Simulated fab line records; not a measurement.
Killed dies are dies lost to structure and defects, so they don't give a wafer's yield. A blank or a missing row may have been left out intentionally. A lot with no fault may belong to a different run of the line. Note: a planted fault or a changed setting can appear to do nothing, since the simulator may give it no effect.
Which tool is to blame?    flow n5_finfet    10 lots with 30 wafers sampled at 5 steps, on a route of 1938 steps

WHAT THE GAUGES READ, wafer by wafer
N5_BEOL_M4_RC_MEAS_101. Usual: DIBL_N 35.8 mV/V, standard deviation 1.7; DIBL_P 35.3 mV/V, standard deviation 2; IOFF_N 0.150 nA/um, standard deviation 0.026; IOFF_P 0.194 nA/um, standard deviation 0.029; ION_N 667 uA/um, standard deviation 11; ION_P 456 uA/um, standard deviation 7.1; SS_N 71.4 mV/dec, standard deviation 0.65; SS_P 73.1 mV/dec, standard deviation 0.64; VT_N 251 mV, standard deviation 3; VT_P -252 mV, standard deviation 3.2.
lot   measured      on         DIBL_N (mV/V)   DIBL_P (mV/V)   IOFF_N (nA/um)     IOFF_P (nA/um)     ION_N (uA/um)  ION_P (uA/um)  SS_N (mV/dec)   SS_P (mV/dec)   VT_N (mV)    VT_P (mV)       flag
L102  day 10 23:08  prober-02  36.3 35.5 35.1  39.2 38.0 37.0  0.181 0.148 0.158  0.208 0.189 0.186  679 659 675    459 453 458    71.7 72.0 71.8  73.6 73.9 72.7  248 249 252  -252 -253 -253  
L103  day 11 04:16  prober-02  36.4 37.6 34.9  35.5 37.3 33.0  0.157 0.187 0.123  0.188 0.220 0.159  673 688 658    457 463 450    71.0 71.5 70.8  72.8 73.7 73.2  251 246 256  -249 -249 -253  
L105  day 11 20:26  prober-02  34.8 35.6 34.6  34.4 35.2 33.4  0.118 0.126 0.110  0.165 0.167 0.152  659 649 638    450 448 445    70.4 71.1 70.9  72.9 72.2 72.4  254 254 257  -255 -256 -259  
L107  day 12 09:15  prober-01  36.8 36.0 36.3  35.8 34.6 36.0  0.160 0.148 0.154  0.220 0.216 0.232  670 672 666    466 463 463    71.6 71.1 71.7  73.3 73.3 73.3  251 250 250  -246 -245 -246  
L108  day 12 13:01  prober-01  34.5 33.9 35.6  36.0 34.6 36.7  0.148 0.136 0.175  0.217 0.202 0.238  665 660 671    464 463 462    71.5 70.9 71.9  73.9 72.9 73.8  250 251 247  -247 -250 -246  
L109  day 12 12:49  prober-02  33.9 35.7 36.5  32.9 34.6 34.1  0.124 0.149 0.156  0.169 0.199 0.182  660 673 665    451 465 450    71.0 70.5 70.8  72.6 72.7 72.6  254 252 251  -252 -251 -254  
L115  day 14 01:35  prober-01  34.5 34.4 36.1  34.0 32.9 35.3  0.121 0.116 0.143  0.179 0.167 0.204  650 656 668    454 451 455    71.1 70.8 71.9  73.7 72.8 72.8  254 255 253  -250 -255 -251  
L117  day 14 15:12  prober-02  36.4 35.6 38.0  34.8 34.5 37.2  0.156 0.137 0.190  0.168 0.160 0.194  648 665 679    436 450 455    72.4 71.5 72.3  73.4 73.4 74.3  254 251 248  -253 -254 -253  
L118  day 14 23:49  prober-01  36.1 38.2 34.3  35.1 36.6 31.9  0.165 0.209 0.121  0.231 0.262 0.186  666 691 652    467 470 458    71.9 71.8 70.9  72.7 73.3 72.6  245 243 251  -246 -244 -251  
L119  day 15 02:43  prober-01  33.6 33.7 33.3  33.6 32.3 32.0  0.139 0.123 0.122  0.173 0.147 0.149  664 652 652    454 452 445    70.7 70.9 70.9  72.6 71.9 72.5  250 254 251  -253 -257 -256  

WHAT TOOL EACH LOT RAN ON (gives the tool, then ch and the chambers of the sampled wafers, and finally the start)
lot   N5_BEOL_M0_SAQP_HM_OPEN_112         N5_BEOL_M0_SAQP_RECESS_114          N5_BEOL_M0_SAQP_ETCH_102          N5_BEOL_M0_SAQP_COAT_105
L102  rie_diel-06 ch 0,1, day 6 06:37     vapor_etch-02 ch 0,1, day 6 07:08   rie_si-03 ch 0,3, day 6 08:20     litho_track-01 ch 0, day 6 08:50
L103  rie_diel-06 ch 0,1, day 6 13:51     vapor_etch-01 ch 0,1, day 6 14:10   rie_si-03 ch 0,1,3, day 6 15:29   litho_track-04 ch 0, day 6 15:59
L105  rie_diel-05 ch 0,2,3, day 7 01:43   vapor_etch-01 ch 0,1, day 7 02:02   rie_si-06 ch 1,2,3, day 7 03:40   litho_track-01 ch 0, day 7 04:10
L107  rie_diel-05 ch 1,2,3, day 7 19:11   vapor_etch-01 ch 0,1, day 7 19:37   rie_si-02 ch 0,1,2, day 7 20:42   litho_track-01 ch 0, day 7 21:13
L108  rie_diel-05 ch 0,1,2, day 7 23:57   vapor_etch-02 ch 1, day 8 00:16     rie_si-02 ch 0,1,2, day 8 01:28   litho_track-01 ch 0, day 8 01:58
L109  rie_diel-02 ch 0,1,2, day 8 05:25   vapor_etch-02 ch 1, day 8 05:50     rie_si-02 ch 0,1, day 8 07:02     litho_track-01 ch 0, day 8 07:31
L115  rie_diel-05 ch 0,1,3, day 9 15:29   vapor_etch-01 ch 0,1, day 9 15:57   rie_si-03 ch 1,2,3, day 9 17:29   litho_track-02 ch 0, day 9 17:59
L117  rie_diel-02 ch 1,2,3, day 10 02:38  vapor_etch-02 ch 0,1, day 10 02:57  rie_si-02 ch 1,2,3, day 10 04:53  litho_track-04 ch 0, day 10 05:23
L118  rie_diel-05 ch 0,2, day 10 08:55    vapor_etch-02 ch 0,1, day 10 09:13  rie_si-03 ch 1,2,3, day 10 10:53  litho_track-02 ch 0, day 10 11:23
L119  rie_diel-05 ch 0,1,2, day 10 16:15  vapor_etch-01 ch 0,1, day 10 16:34  rie_si-02 ch 1,2,3, day 10 18:35  litho_track-02 ch 0, day 10 19:05
- N5_BEOL_M0_SAQP_HM_OPEN_112: chemistry CHF3/O2, target SiO2, stops on a-Si, target depth 12 nm, time 13.5 s.
- N5_BEOL_M0_SAQP_RECESS_114: chemistry HF/NH3, target SiO2, target depth 14.4 nm, afs cycles 3, sublimation time 60 s.
- N5_BEOL_M0_SAQP_ETCH_102: etches SiO2 in CF4, target depth 4 nm, time 4.4 s.
- N5_BEOL_M0_SAQP_COAT_105: time 60 s, resist thk 100 nm.

WHAT THE TOOLS THEMSELVES READ (means of the sampled wafers that have a number; where no wafer has one, the mark that the record gives instead)
N5_BEOL_M0_SAQP_HM_OPEN_112. Usual: drypump_motor_current_A 5.8 A, standard deviation 0.46; oes_product_au 0.51 a.u., standard deviation 0.054; rf_vpp_V 528 V, standard deviation 7.9; showerhead_plenum_p_Torr 2.41 Torr, standard deviation 0.095; throttle_valve_pct 18.94 %, standard deviation 0.24.
lot   tool         drypump_motor_current_A (A)  oes_product_au (a.u.)  rf_vpp_V (V)  showerhead_plenum_p_Torr (Torr)  throttle_valve_pct (%)  flag
L102  rie_diel-06  6.1                          0.51                   521           2.35                             19.11                   
L103  rie_diel-06  6.1                          0.50                   520           2.34                             19.11                   
L105  rie_diel-05  5.7                          0.49                   524           2.43                             18.97                   
L107  rie_diel-05  5.6                          0.47                   525           2.47                             18.89                   
L108  rie_diel-05  5.8                          0.47                   523           2.46                             19.09                   
L109  rie_diel-02  6.0                          0.52                   535           2.46                             18.72                   
L115  rie_diel-05  5.6                          0.52                   527           2.41                             18.73                   
L117  rie_diel-02  5.7                          0.55                   535           2.44                             18.87                   
L118  rie_diel-05  5.9                          0.58                   522           2.42                             18.93                   
L119  rie_diel-05  5.8                          0.51                   522           2.45                             18.99                   

N5_BEOL_M0_SAQP_RECESS_114. Usual: drypump_motor_current_A at 6.23 A, with a standard deviation of 0.25.
lot   tool           drypump_motor_current_A (A)  flag
L102  vapor_etch-02  6.16                         
L103  vapor_etch-01  6.40                         
L105  vapor_etch-01  6.37                         
L107  vapor_etch-01  6.38                         
L108  vapor_etch-02  6.18                         
L109  vapor_etch-02  6.19                         
L115  vapor_etch-01  6.15                         
L117  vapor_etch-02  6.18                         
L118  vapor_etch-02  6.18                         
L119  vapor_etch-01  6.39                         

N5_BEOL_M0_SAQP_ETCH_102. Usual: drypump_motor_current_A 5.6 A, standard deviation 0.38; oes_product_au 1.005 a.u., standard deviation 0.014; throttle_valve_pct 21.75 %, standard deviation 0.21.
lot   tool       drypump_motor_current_A (A)  oes_product_au (a.u.)  throttle_valve_pct (%)  flag
L102  rie_si-03  5.2                          1.002                  21.89                   
L103  rie_si-03  5.3                          1.006                  21.73                   
L105  rie_si-06  5.9                          0.991                  21.74                   
L107  rie_si-02  5.9                          1.018                  21.74                   
L108  rie_si-02  5.9                          1.013                  21.73                   
L109  rie_si-02  5.6                          1.009                  21.70                   
L115  rie_si-03  5.3                          1.004                  21.56                   
L117  rie_si-02  5.7                          1.014                  21.87                   
L118  rie_si-03  5.3                          0.996                  21.55                   
L119  rie_si-02  5.8                          1.009                  21.88                   

N5_BEOL_M0_SAQP_COAT_105. Usual: spin_speed_rpm at 1500.0 rpm, with a standard deviation of 1.1.
lot   tool            spin_speed_rpm (rpm)  flag
L102  litho_track-01  1500.2                
L103  litho_track-04  1499.2                
L105  litho_track-01  1501.0                
L107  litho_track-01  1372.9                OFF
L108  litho_track-01  1373.1                OFF
L109  litho_track-01  1373.0                OFF
L115  litho_track-02  1499.5                
L117  litho_track-04  1499.8                
L118  litho_track-02  1500.5                
L119  litho_track-02  1499.0                

THE ANSWER, worked out from the rows above alone
Rule: a lot counts as off when the mean over its wafers that have a number is more than 3 standard deviations away from the usual mean. Also off: a lot with no number at a reading for which 4 or more lots have one. Where the step has rows for the other lots, those lots are counted as sound. The gauges are gone through in route order, then the tools' own readings, and for those a lot's mean is taken as printed above. The first step at which some lot is off is used, and at that step the reading that is off furthest; a lot without a number counts as furthest.
Off at N5_BEOL_M0_SAQP_COAT_105 (spin_speed_rpm): L107, L108, L109.
A tool fits if, at that step or a process step before it, it ran every lot that is off, and no sound lot after the first of them. One fits: N5_BEOL_M0_SAQP_COAT_105 on litho_track-01. Its last sound lot is L105 (day 7 04:10), its first lot that is off L107 (day 7 21:13): a fault that began between those two fits.
The tool's own readings at N5_BEOL_M0_SAQP_COAT_105 bear it out: on the lots that are off they differ by more than 5 times the standard deviation of the sound lots' means. spin_speed_rpm reads 1373.0 rpm there against 1499.9 rpm on the sound lots.

WHAT THE SIMULATOR HAD INSERTED
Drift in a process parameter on litho_track-01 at N5_BEOL_M0_SAQP_COAT_105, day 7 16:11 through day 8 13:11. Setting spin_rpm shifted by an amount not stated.
Shown lots that were struck: L107, L109, L108. Same finding as the rule above.
